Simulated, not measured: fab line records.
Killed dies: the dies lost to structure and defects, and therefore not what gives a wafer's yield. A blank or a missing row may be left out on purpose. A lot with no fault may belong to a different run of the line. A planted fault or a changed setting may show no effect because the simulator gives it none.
Comparing a struck lot with a sound one	flow nandHarc	15 steps out of a route of 1302
Sound: the wafers L764.2, L764.4, L764.5. The struck wafers were L770.1, L770.5, L770.6. The cause comes at the end.
Per side, at each step with rows, come the tool, then ch with its chambers, and then its first start. Under that, the readings that differ: sound wafers	struck wafers	difference of the means	sigmas: that difference in standard deviations of wafers without a fault.
alike: a reading whose means differ by less than 2 such deviations, as well as words and numbers matching on both sides. not compared: withheld readings; readings where some wafer has no value; bounds like >300 that might hide an equal value; numbers whose values overlap and for which the record gives no deviation.
A row with sigmas, a row that says differs or no value, or rows on one side alone: a step with any of these is where the two part. Numbers that don't overlap but have no deviation are shown without sigmas and don't part them. A reading that every wafer of one side lacks parts them only if that side has two wafers or more.

NHARC_A_M1_DESCUM_14: chemistry O2, time 3 s.
  sound on rieDiel-02 ch 0,1,3, day 23 00:59; struck on rieDiel-02 ch 0,1,2, day 25 14:25
  alike: chamberPressureMTorr, drypumpMotorCurrentA, oesProductAu, rfVppV, showerheadPlenumPTorr, throttleValvePct
  not compared: rfHoursCounterH
NHARC_A_M1_ETCH_35: etches the open film in N2/H2, target depth 40 nm, overetch 12 nm, time 43.94 s.
  sound on rieDiel-02 ch 0,1, day 23 01:05; struck on rieDiel-02 ch 0,1, day 25 14:29
  alike: chamberPressureMTorr, drypumpMotorCurrentA, oesProductAu, rfVppV, showerheadPlenumPTorr, throttleValvePct
  not compared: rfHoursCounterH
then, 1 step without rows for these wafers: NHARC_A_M1_ETCH_15 (etches the open film in C4F8/Ar, target depth 182.5 nm, time 91.2 s).
NHARC_A_M1_CD_MEAS_16:
  sound on cdSem-03 at day 23 01:18; struck on cdSem-03 at day 25 14:42
  alike: cdNm
NHARC_A_M1_STRIP_18: strips in N2/H2.
  sound on rieDiel-06 ch 0,2,3, day 23 01:24; struck on rieDiel-11 ch 2,3, day 25 14:48
  alike: chamberPressureMTorr, drypumpMotorCurrentA, oesProductAu, rfVppV, showerheadPlenumPTorr, throttleValvePct
  not compared: rfHoursCounterH
then, 5 steps without rows for these wafers: NHARC_A_M1_ETCH_28 (etches the open film in CF4/N2, target depth 30 nm, time 72.99 s); NHARC_A_M1_STRIP_19 (strips in post etch residue remover, time 600 s); NHARC_A_M1_DEGAS_29 (time 60 s); NHARC_A_M1_PRE_CLEAN_30 (time 30 s); NHARC_A_M1_PVD_20 (deposits TaN, target thk 5 nm, time 8.06 s).
NHARC_A_M1_PVD_21: deposits Cu, target thk 30 nm, time 20.49 s.
  sound on pvdSputter-01; struck on pvdSputter-03
  alike: throttleValvePct
then, 1 step without rows for these wafers: NHARC_A_M1_ECD_22 (material Cu, target thk 400 nm).
NHARC_A_M1_ANNEAL_31: time 90 s.
  sound on rtpAnneal-01 ch 0, day 23 02:47; struck on rtpAnneal-01, day 25 16:09
  no value came back on the struck wafers for annealTempC (C), annealTempCMax, wafer_temp_C_max; on the sound wafers annealTempC (C) reads 224.97 224.86 225.22
NHARC_A_M1_CMP_23: polishes, t overpolish 20 s, target thk 154.34 nm.
  sound on cmp-04 ch 0,2,3, day 23 03:05; struck on cmp-01 ch 0,3, day 25 16:31
  alike: motorCurrentA, timeToEndpointS
NHARC_END_SORT_01:
  sound on prober-02 ch 0, day 24 12:28; struck on prober-02 ch 0, day 27 01:10
reading	sound	struck	difference	sigmas
hold	- - -	awaitDispo/4.7h/release awaitDispo/4.7h/release awaitDispo/4.7h/release	no value on the sound wafers	
killedAtPeriphery	12 12 11	7 6 4	-6	-2
  alike: defectLimitedYield, killedAtArray, killedAtOther, killedDies, killedOpen, killedShort

== WHERE THEY PART ==
First at NHARC_A_M1_ANNEAL_31; last, within this record, at NHARC_END_SORT_01.

WHY: what the simulator had put in
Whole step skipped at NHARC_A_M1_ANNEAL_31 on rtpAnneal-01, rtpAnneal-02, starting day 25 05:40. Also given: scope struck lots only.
